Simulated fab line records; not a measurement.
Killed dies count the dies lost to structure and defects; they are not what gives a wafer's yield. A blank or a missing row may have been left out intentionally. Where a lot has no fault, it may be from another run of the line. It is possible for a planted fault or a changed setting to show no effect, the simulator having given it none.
fab line records | flow n5-finfet | part 1 of 2: steps 1 to 26 of 33
[record] lots = 5 wafers = 15 last-day = 17
route steps=1938 shown DUMMY_GATE@252 SPACER0@258 SD_EPI_N@262
lots that met no fault: taken from a fault-free run of the same line
start-h: hours from the record's first day to the start of the lot's first wafer shown | wait-h: how many hours have passed since the lot's step before this one | " identical to the entry in the row above | L1.1+2: a single row standing in for several wafers | - no value present, or no start provided | * or withheld: withheld | < > ~ a bound
route shown NAME@n: a module of which the file shows steps, and the number in the route of the first | usual: average and standard deviation across the fault-free wafers | same: alike in all rows | chamber/n: place in a boat | sites: readings site by site | _std_site: the standard deviation of these | _edge_site: outer sites' mean less inner sites' | radius-mm: for every site, how far away it sits from the centre of the wafer | mask NAME#n: copy n | behind: the tool/chamber that last shaped the wafer | hold: why the lot was held/for how many hours/how that ended | device: the n, p or np transistor that did not switch | end of line: tests run on the same wafers once the route is complete | a step with no rows: only its recipe | killed: count of dies lost to structure and defects at first sort (not the wafer's yield) | map: shows each die of a wafer: x if killed, . if not, _ if none is there
set.NAME: the setting the step ran with; set.NAME@STEP: the setting that earlier step ran with | model.NAME: the simulator's own value behind a step, which no gauge read
lots at some steps of the route; a table a step, a row a wafer
services: a tool's chamber out of use, with start hour (start-h, from the record's first day; less than 0 if before it), hours out, and reason
[[steps]]
[step N5_DUMMY_GATE_PRECLEAN_33]
[recipe] chemistry = dHF time-s = 10 dilution = 750:1 temp-c = 25
// columns lot.wafer tool chamber start-h wait-h
L077.2+4+6 wet-bench-04 0,2,1 66.07 0.1
L080.2+4+5 wet-bench-01 3,4,2 82.32 0.1
L085.1+3+5 wet-bench-01 5,4,1 118.63 0.1
L088.1+4+6 wet-bench-06 3,2,4 134.14 0.1
L097.2+3+6 wet-bench-04 5,0,7 184.32 0.1
[step N5_DUMMY_GATE_PRECLEAN_25]
[recipe] chemistry = O3/DIW time-s = 45 temp-c = 22 o3-ppm = 10
// columns lot.wafer tool chamber start-h wait-h
L077.2+4+6 wet-bench-04 0,2,1 66.07 0.0
L080.2+4+5 wet-bench-01 3,4,2 82.33 0.0
L085.1+3+5 wet-bench-01 5,4,1 118.64 0.0
L088.1+4+6 wet-bench-06 3,2,4 134.14 0.0
L097.2+3+6 wet-bench-04 5,0,7 184.32 0.0
[step N5_DUMMY_GATE_PRECLEAN_51]
[recipe] chemistry = SC2 time-s = 45 temp-c = 35 mix = 1:1:50
// columns lot.wafer tool chamber start-h wait-h
L077.2+4+6 wet-bench-04 0,2,1 66.09 0.0
L080.2+4+5 wet-bench-01 3,4,2 82.34 0.0
L085.1+3+5 wet-bench-01 5,4,1 118.65 0.0
L088.1+4+6 wet-bench-06 3,2,4 134.15 0.0
L097.2+3+6 wet-bench-04 5,0,7 184.33 0.0
[step N5_DUMMY_GATE_SRD_26]
[recipe] dry = ipa-marangoni time-s = 30 temp-c = 23 rinse-liquid = diw
// columns lot.wafer tool chamber start-h wait-h
L077.2+4+6 wet-bench-04 0,2,1 66.10 0.0
L080.2+4+5 wet-bench-01 3,4,2 82.35 0.0
L085.1+3+5 wet-bench-01 5,4,1 118.67 0.0
L088.1+4+6 wet-bench-06 3,2,4 134.17 0.0
L097.2+3+6 wet-bench-04 5,0,7 184.35 0.0
[step N5_DUMMY_GATE_UV_OZONE_45]
[recipe] time-s = 120 pressure-torr = 760 temp-c = 25
[usual] pressure-torr = 760.1/1.7
// columns lot.wafer tool chamber start-h wait-h pressure-torr
L077.2 wet-bench-04 0 66.11 0.0 760.5
L077.4 " 2 " " 759.5
L077.6 " 1 " " 759.7
L080.2 wet-bench-01 3 82.37 0.0 757.7
L080.4 " 4 " " 760.6
L080.5 " 2 " " 758.2
L085.1 wet-bench-01 5 118.68 0.0 762.3
L085.3 " 4 " " 760.5
L085.5 " 1 " " 762.2
L088.1 wet-bench-06 3 134.18 0.0 756.2
L088.4 " 2 " " 760.1
L088.6 " 4 " " 761.9
L097.2 wet-bench-04 5 184.36 0.0 760.9
L097.3 " 0 " " 758.2
L097.6 " 7 " " 762.0
[step N5_DUMMY_GATE_INSPECT_27]
[recipe] inspect-instrument = brightfield mode = aei
[usual] raw-defect-count = 278/61
// columns lot.wafer tool chamber start-h wait-h raw-defect-count
L077.2 defect-inspect-01 - 66.17 0.0 227
L077.4 " - " " 239
L077.6 " - " " 252
L080.2 defect-inspect-01 - 82.43 0.0 228
L080.4 " - " " 241
L080.5 " - " " 376
L085.1 defect-inspect-02 - 118.74 0.0 246
L085.3 " - " " 216
L085.5 " - " " 195
L088.1 defect-inspect-02 - 134.24 0.0 258
L088.4 " - " " 199
L088.6 " - " " 209
L097.2 defect-inspect-02 - 184.42 0.0 213
L097.3 " - " " 263
L097.6 " - " " 236
[step N5_SPACER0_ALD_07]
[recipe] material = SiNx target-thk-a = 20 temp-c = 400 ald-precursor-family = SiH2I2 ald-co-reactant = N2/H2-plasma pressure-torr = 2
[usual] chamber-pressure-Torr = 2.000/0.0045 heater-power-w = 800/90
// columns lot.wafer tool chamber start-h wait-h chamber-pressure-Torr heater-power-w
L077.2 ald-sin-04 0 66.21 0.0 2.007 931
L077.4 " 2 " " 2.000 750
L077.6 " 3 " " 1.995 666
L080.2 ald-sin-04 1 82.46 0.0 2.008 787
L080.4 " 3 " " 1.996 670
L080.5 " 2 " " 1.996 766
L085.1 ald-sin-04 2 118.78 0.0 1.999 746
L085.3 " 3 " " 1.995 670
L085.5 " 2 " " 1.992 767
L088.1 ald-sin-04 2 134.28 0.0 2.002 751
L088.4 " 3 " " 1.999 658
L088.6 " 3 " " 2.001 668
L097.2 ald-sin-04 2 184.46 0.0 2.004 749
L097.3 " 0 " " 1.998 915
L097.6 " 3 " " 1.995 657
[step N5_SPACER0_ALD_00]
[recipe] material = SiOCN target-thk-a = 35 temp-c = 400 ald-precursor-family = alkyl-aminosilane ald-co-reactant = O2/N2-plasma pulse-time-s = 3 purge-time-s = 2 co-reactant-purge-time-s = 2 ald-cycles = 58 pressure-torr = 2
[usual] chamber-pressure-Torr = 2.001/0.0043 heater-power-w = 800/89 precursor-pulse-height-rel = 1.000/0.02
[same] ald-cycles = 58
// columns lot.wafer tool chamber start-h wait-h chamber-pressure-Torr heater-power-w precursor-pulse-height-rel
L077.2 ald-sin-04 0 66.36 0.1 1.996 868 0.967
L077.4 " 2 " " 2.009 751 1.002
L077.6 " 3 " " 1.998 658 0.969
L080.2 ald-sin-04 1 82.61 0.1 2.001 814 1.039
L080.4 " 3 " " 2.002 677 1.011
L080.5 " 2 " " 2.005 757 1.020
L085.1 ald-sin-04 2 118.93 0.1 2.005 759 0.981
L085.3 " 3 " " 2.006 664 1.029
L085.5 " 2 " " 2.000 744 1.004
L088.1 ald-sin-04 2 134.43 0.1 1.991 744 0.989
L088.4 " 3 " " 1.994 661 0.991
L088.6 " 3 " " 1.999 672 1.011
L097.2 ald-sin-04 2 184.61 0.1 1.992 745 0.991
L097.3 " 0 " " 1.994 908 0.997
L097.6 " 3 " " 2.004 673 0.961
[step N5_SPACER0_ALD_08]
[recipe] material = SiNx target-thk-a = 20 temp-c = 400 ald-precursor-family = SiH2I2 ald-co-reactant = N2/H2-plasma pressure-torr = 2
[usual] chamber-pressure-Torr = 2.000/0.0047 heater-power-w = 800/91
// columns lot.wafer tool chamber start-h wait-h chamber-pressure-Torr heater-power-w
L077.2 ald-sin-04 0 66.62 0.1 2.000 898
L077.4 " 2 " " 1.995 751
L077.6 " 3 " " 1.999 661
L080.2 ald-sin-04 1 82.87 0.1 1.996 788
L080.4 " 3 " " 2.005 659
L080.5 " 2 " " 2.003 747
L085.1 ald-sin-04 2 119.19 0.1 1.993 759
L085.3 " 3 " " 2.007 684
L085.5 " 2 " " 1.998 778
L088.1 ald-sin-04 2 134.69 0.1 1.992 758
L088.4 " 3 " " 1.998 655
L088.6 " 3 " " 1.989 661
L097.2 ald-sin-04 2 184.87 0.1 1.996 764
L097.3 " 0 " " 1.994 933
L097.6 " 3 " " 2.003 684
[step N5_SPACER0_INSPECT_04]
[recipe] inspect-instrument = darkfield mode = post-dep
[usual] raw-defect-count = 129/27
// columns lot.wafer tool chamber start-h wait-h raw-defect-count
L077.2 defect-inspect-01 - 66.78 0.1 104
L077.4 " - " " 116
L077.6 " - " " 101
L080.2 defect-inspect-02 - 83.03 0.1 104
L080.4 " - " " 106
L080.5 " - " " 194
L085.1 defect-inspect-02 - 119.34 0.1 117
L085.3 " - " " 111
L085.5 " - " " 77
L088.1 defect-inspect-02 - 134.84 0.1 114
L088.4 " - " " 114
L088.6 " - " " 103
L097.2 defect-inspect-01 - 185.03 0.1 87
L097.3 " - " " 105
L097.6 " - " " 96
[step N5_SD_EPI_N_COAT_32]
[recipe] resist = SOC temp-c = 250 time-s = 60 spin-rpm = 1500 resist-thk-nm = 350
// columns lot.wafer tool chamber start-h wait-h
L077.2+4+6 litho-track-03 0 66.81 0.0
L080.2+4+5 litho-track-03 0 83.06 0.0
L085.1+3+5 litho-track-05 0 119.37 0.0
L088.1+4+6 litho-track-05 0 134.88 0.0
L097.2+3+6 litho-track-01 0 185.06 0.0
[step N5_SD_EPI_N_COAT_33]
[recipe] resist = SiARC temp-c = 220 time-s = 60 spin-rpm = 1500 resist-thk-nm = 35
// columns lot.wafer tool chamber start-h wait-h
L077.2+4+6 litho-track-03 0 - -
L080.2+4+5 litho-track-03 0 - -
L085.1+3+5 litho-track-05 0 - -
L088.1+4+6 litho-track-05 0 - -
L097.2+3+6 litho-track-01 0 - -
[step N5_SD_EPI_N_COAT_03]
[recipe] resist = CAR-ArF-block spin-rpm = 1500 resist-thk-nm = 150
// columns lot.wafer tool chamber start-h wait-h
L077.2+4+6 litho-track-03 0 - -
L080.2+4+5 litho-track-03 0 - -
L085.1+3+5 litho-track-05 0 - -
L088.1+4+6 litho-track-05 0 - -
L097.2+3+6 litho-track-01 0 - -
[step N5_SD_EPI_N_EBR_05]
[recipe] solvent = PGMEA ebr-width-mm = 1.5
// columns lot.wafer tool chamber start-h wait-h
L077.2+4+6 litho-track-03 0 - -
L080.2+4+5 litho-track-03 0 - -
L085.1+3+5 litho-track-05 0 - -
L088.1+4+6 litho-track-05 0 - -
L097.2+3+6 litho-track-01 0 - -
[step N5_SD_EPI_N_SOFTBAKE_04]
[recipe] temp-c = 110 time-s = 60 resist = CAR-ArF-block
// columns lot.wafer tool chamber start-h wait-h
L077.2+4+6 litho-track-03 0 - -
L080.2+4+5 litho-track-03 0 - -
L085.1+3+5 litho-track-05 0 - -
L088.1+4+6 litho-track-05 0 - -
L097.2+3+6 litho-track-01 0 - -
[step N5_SD_EPI_N_EXPOSE_06]
[recipe] mask-id = SD_N_BLK na = 1.35 source-shape = conventional sigma-outer = 0.8 polarization = unpolarized target-cd-nm = 120 dose-mj = 39.75
// columns lot.wafer tool chamber start-h wait-h mask
L077.2+4+6 arfi-scanner-03 0 67.06 - SD_N_BLK#0
L080.2+4+5 arfi-scanner-02 0 83.31 - SD_N_BLK#0
L085.1+3+5 arfi-scanner-01 0 119.49 - SD_N_BLK#0
L088.1+4+6 arfi-scanner-02 0 135.12 - SD_N_BLK#0
L097.2+3+6 arfi-scanner-03 0 185.31 - SD_N_BLK#0
[step N5_SD_EPI_N_PEB_07]
[recipe] peb-temp-c = 110 peb-time-s = 60 resist = CAR-ArF-block
// columns lot.wafer tool chamber start-h wait-h
L077.2+4+6 litho-track-03 0 67.11 0.0
L080.2+4+5 litho-track-01 0 83.36 0.0
L085.1+3+5 litho-track-03 0 119.55 0.1
L088.1+4+6 litho-track-05 0 135.18 0.1
L097.2+3+6 litho-track-01 0 185.36 0.0
[step N5_SD_EPI_N_DEVELOP_08]
[recipe] develop-time-s = 30 developer = TMAH resist = CAR-ArF-block dev-temp-c = 23 rinse-liquid = diw dry = air-spin
// columns lot.wafer tool chamber start-h wait-h
L077.2+4+6 litho-track-03 0 - -
L080.2+4+5 litho-track-01 0 - -
L085.1+3+5 litho-track-03 0 - -
L088.1+4+6 litho-track-05 0 - -
L097.2+3+6 litho-track-01 0 - -
[step N5_SD_EPI_N_CD_MEAS_09]
[recipe] target-cd-nm = 120 landing-energy-ev = 500 detector = se-inlens
[usual] cd-nm = 119.8/0.72
// columns lot.wafer tool chamber start-h wait-h cd-nm
L077.2 cd-sem-01 0 67.18 - 120.5
L077.4 " 0 " " 119.8
L077.6 " 0 " " 120.3
L080.2 cd-sem-01 0 83.43 - 120.1
L080.4 " 0 " " 119.4
L080.5 " 0 " " 120.1
L085.1 cd-sem-02 0 119.62 - 120.5
L085.3 " 0 " " 120.3
L085.5 " 0 " " 120.2
L088.1 cd-sem-01 0 135.24 - 120.2
L088.4 " 0 " " 120.8
L088.6 " 0 " " 120.0
L097.2 cd-sem-02 0 185.43 - 118.3
L097.3 " 0 " " 118.5
L097.6 " 0 " " 118.9
[step N5_SD_EPI_N_OVL_MEAS_10]
[recipe] points-per-wafer = 44
[usual] SD_N_BLK_OVL = -0.4/0.81
// columns lot.wafer tool chamber start-h wait-h SD_N_BLK_OVL[nm]
L077.2 overlay-01 0 67.21 0.0 0.0
L077.4 " 0 " " 0.1
L077.6 " 0 " " -0.3
L080.2 overlay-01 0 83.46 0.0 0.0
L080.4 " 0 " " 0.0
L080.5 " 0 " " 0.5
L085.1 overlay-01 0 119.65 0.0 0.1
L085.3 " 0 " " 0.2
L085.5 " 0 " " -0.2
L088.1 overlay-01 0 135.27 0.0 0.9
L088.4 " 0 " " 0.0
L088.6 " 0 " " 1.2
L097.2 overlay-01 0 185.46 0.0 -0.3
L097.3 " 0 " " -0.7
L097.6 " 0 " " -1.1
[step N5_SD_EPI_N_INSPECT_11]
[recipe] mode = adi inspect-instrument = macro
[usual] raw-defect-count = 2.1/1.4
// columns lot.wafer tool chamber start-h wait-h raw-defect-count
L077.2 defect-inspect-02 - 67.23 0.0 4
L077.4 " - " " 2
L077.6 " - " " 3
L080.2 defect-inspect-02 - 83.48 0.0 1
L080.4 " - " " 3
L080.5 " - " " 1
L085.1 defect-inspect-02 - 119.67 0.0 2
L085.3 " - " " 0
L085.5 " - " " 2
L088.1 defect-inspect-01 - 135.30 0.0 2
L088.4 " - " " 1
L088.6 " - " " 1
L097.2 defect-inspect-01 - 185.48 0.0 7
L097.3 " - " " 5
L097.6 " - " " 0
[step N5_SD_EPI_N_DESCUM_14]
[recipe] chemistry = O2 time-s = 7.9 source-power-w = 50 bias-power-w = 20 pressure-mtorr = 20 rf-frequency-hz = 2.712e+07 temp-c = 40 resist = CAR-ArF-block o2-flow-sccm = 225
[usual] drypump-motor-current-A = 5.9/0.54 oes-product-au = 0.78/0.084 rf-vpp-V = 243.3/1.5 showerhead-plenum-p-Torr = 2.10/0.07 throttle-valve-pct = 20.46/0.24
// columns lot.wafer tool chamber start-h wait-h drypump-motor-current-A oes-product-au rf-hours-counter-h rf-vpp-V showerhead-plenum-p-Torr throttle-valve-pct
L077.2 rie-diel-06 2 67.34 0.1 5.9 0.77 119 241.6 2.02 20.19
L077.4 " 1 " " 5.7 0.79 101 246.3 2.21 20.77
L077.6 " 3 " " 4.9 0.87 - 242.4 2.12 20.45
L080.2 rie-diel-02 2 83.52 0.0 6.5 0.86 61 243.7 2.11 20.47
L080.4 " 0 " " 5.3 0.66 249 241.5 2.06 20.29
L080.5 " 0 " " 5.3 0.67 - 242.7 2.06 20.29
L085.1 rie-diel-04 3 119.71 0.0 6.0 0.89 32 245.7 2.23 20.28
L085.3 " 2 " " 5.8 0.87 44 241.9 2.05 20.46
L085.5 " 0 " " 6.5 0.69 - 243.1 2.08 20.64
L088.1 rie-diel-02 0 135.49 0.2 5.2 0.92 15 242.1 2.06 19.98
L088.4 " 3 " " 5.1 0.68 - 242.5 2.07 20.87
L088.6 " 0 " " 5.3 0.92 - 243.5 2.06 19.95
L097.2 rie-diel-04 2 185.51 0.0 5.8 0.83 72 242.7 2.04 20.50
L097.3 " 3 " " 6.0 0.84 60 245.4 2.22 20.33
L097.6 " 3 " " 6.0 0.86 - 245.2 2.22 20.32
[step N5_SD_EPI_N_ETCH_34]
[recipe] chemistry = CF4 target = SiARC target-depth-a = 455 mask-material = CAR-ArF-block time-s = 75.8 ion-energy-ev = 80 pressure-mtorr = 40 source-w = 545 bias-w = 36 Ar_flow_sccm = 100 cf4-flow-sccm = 100 ends = cleared
[usual] drypump-motor-current-A = 5.8/0.54 etch-rf-on-time-s = 75.8/1.1 oes-product-au = 0.67/0.071 rf-vpp-V = 184.1/1.1 showerhead-plenum-p-Torr = 2.14/0.067 throttle-valve-pct = 15.62/0.23
// columns lot.wafer tool chamber start-h wait-h drypump-motor-current-A etch-rf-on-time-s oes-product-au rf-hours-counter-h rf-vpp-V showerhead-plenum-p-Torr throttle-valve-pct
L077.2 rie-diel-06 2 67.38 0.0 5.9 76.7 0.64 119 181.9 2.07 15.41
L077.4 " 1 " " 5.7 75.3 0.67 101 184.6 2.24 15.82
L077.6 " 3 " " 4.9 73.6 0.74 - 185.1 2.17 15.58
L080.2 rie-diel-02 2 83.55 0.0 6.5 73.9 0.74 61 184.8 2.17 15.64
L080.4 " 0 " " 5.3 76.6 0.56 249 184.5 2.10 15.49
L080.5 " 0 " " 5.2 76.4 0.57 - 183.3 2.10 15.49
L085.1 rie-diel-04 3 119.75 0.0 6.0 75.7 0.75 32 185.2 2.27 15.42
L085.3 " 2 " " 5.8 74.5 0.75 44 183.0 2.09 15.52
L085.5 " 0 " " 6.5 75.8 0.59 - 184.7 2.12 15.82
L088.1 rie-diel-02 0 135.52 0.0 5.3 74.5 0.78 15 183.2 2.10 15.07
L088.4 " 3 " " 5.1 79.4 0.57 - 184.0 2.12 16.06
L088.6 " 0 " " 5.2 74.5 0.79 - 182.7 2.10 15.04
L097.2 rie-diel-04 2 185.55 0.0 5.8 75.4 0.70 72 181.4 2.08 15.58
L097.3 " 3 " " 6.0 75.0 0.72 60 187.3 2.26 15.45
L097.6 " 3 " " 6.0 74.9 0.72 - 184.4 2.26 15.46
[step N5_SD_EPI_N_ETCH_35]
[recipe] chemistry = N2/H2 target = SOC overetch-a = 1080 mask-material = SiARC temp-c = 40 ion-energy-ev = 100 source-w = 3000 bias-w = 133 pressure-mtorr = 20 time-s = 486 n2-flow-sccm = 200 h2-flow-sccm = 200
[usual] drypump-motor-current-A = 5.9/0.54 n2-flow-sccm = 200.0/0.65 oes-product-au = 0.70/0.07 rf-vpp-V = 240.8/1.3 showerhead-plenum-p-Torr = 2.54/0.084 throttle-valve-pct = 23.9/0.31
// columns lot.wafer tool chamber start-h wait-h drypump-motor-current-A n2-flow-sccm oes-product-au rf-hours-counter-h rf-vpp-V showerhead-plenum-p-Torr throttle-valve-pct
L077.2 rie-diel-06 2 67.43 0.0 5.9 199.5 0.68 119 239.6 2.45 23.5
L077.4 " 1 " " 5.7 200.9 0.70 101 242.1 2.67 24.2
L077.6 " 3 " " 4.9 199.6 0.75 - 239.0 2.59 24.2
L080.2 rie-diel-02 2 83.61 0.0 6.5 199.1 0.76 61 240.9 2.58 23.9
L080.4 " 0 " " 5.2 200.8 0.59 249 241.0 2.50 23.9
L080.5 " 0 " " 5.2 200.4 0.60 - 240.4 2.50 23.9
L085.1 rie-diel-04 3 119.80 0.0 6.0 200.6 0.78 32 243.2 2.70 23.7
L085.3 " 2 " " 5.8 198.7 0.77 44 241.1 2.48 23.9
L085.5 " 0 " " 6.5 200.3 0.62 - 240.4 2.50 23.7
L088.1 rie-diel-02 0 135.58 0.0 5.3 199.9 0.81 15 240.1 2.49 23.7
L088.4 " 3 " " 5.1 199.6 0.61 - 241.0 2.52 24.5
L088.6 " 0 " " 5.2 200.8 0.82 - 237.7 2.50 23.7
L097.2 rie-diel-04 2 185.60 0.0 5.8 199.7 0.74 72 239.6 2.47 24.0
L097.3 " 3 " " 6.1 200.6 0.75 60 244.1 2.69 23.7
L097.6 " 3 " " 6.0 200.0 0.75 - 242.4 2.69 23.7
[step N5_SD_EPI_N_STRIP_36]
[recipe] chemistry = N2/H2 temp-c = 40 n2-flow-sccm = 200 h2-flow-sccm = 200 rf-frequency-hz = 6e+07
// columns lot.wafer tool chamber start-h wait-h
L077.2+4+6 rie-diel-06 2,1,3 67.75 0.2
L080.2+4+5 rie-diel-02 2,0,0 83.92 0.2
L085.1+3+5 rie-diel-04 3,2,0 120.12 0.2
L088.1+4+6 rie-diel-02 0,3,0 135.89 0.2
L097.2+3+6 rie-diel-04 2,3,3 185.92 0.2
[step N5_SD_EPI_N_ETCHBACK_44]
[recipe] chemistry = CH3F/O2 mode = anisotropic-etchback target = SiNx target-depth-a = 145 stop-on = SiO2 over-etch-frac = 0.3 ion-energy-ev = 120 pressure-mtorr = 30 source-w = 395 bias-w = 73 Ar_flow_sccm = 150 CH3F_flow_sccm = 30 O2_flow_sccm = 20
[usual] drypump-motor-current-A = 5.8/0.54 oes_o_777_au = 0.78/0.076 oes-product-au = 0.67/0.066 rf-vpp-V = 299.2/2.7 showerhead-plenum-p-Torr = 2.00/0.065 throttle-valve-pct = 16.36/0.23
// columns lot.wafer tool chamber start-h wait-h drypump-motor-current-A oes_o_777_au oes-product-au rf-hours-counter-h rf-vpp-V showerhead-plenum-p-Torr throttle-valve-pct
L077.2 rie-diel-06 2 67.76 0.0 5.9 0.75 0.65 119 300.8 1.93 16.18
L077.4 " 1 " " 5.7 0.79 0.67 101 300.5 2.10 16.61
L077.6 " 3 " " 4.9 0.84 0.72 - 303.5 2.03 16.30
L080.2 rie-diel-02 2 83.93 0.0 6.5 0.85 0.74 61 299.0 2.03 16.41
L080.4 " 0 " " 5.2 0.67 0.57 250 296.8 1.96 16.23
L080.5 " 0 " " 5.2 0.67 0.57 - 295.0 1.96 16.23
L085.1 rie-diel-04 3 120.13 0.0 6.0 0.87 0.74 33 303.1 2.12 16.15
L085.3 " 2 " " 5.9 0.84 0.74 44 300.9 1.95 16.31
L085.5 " 0 " " 6.5 0.69 0.60 - 295.8 1.98 16.57
L088.1 rie-diel-02 0 135.90 0.0 5.3 0.91 0.78 15 295.2 1.96 15.82
L088.4 " 3 " " 5.1 0.67 0.59 - 294.7 1.98 16.83
L088.6 " 0 " " 5.3 0.92 0.78 - 297.1 1.96 15.81
L097.2 rie-diel-04 2 185.93 0.0 5.8 0.82 0.70 72 300.2 1.94 16.34
L097.3 " 3 " " 6.0 0.83 0.71 60 302.1 2.11 16.18
L097.6 " 3 " " 6.0 0.82 0.71 - 303.6 2.11 16.20
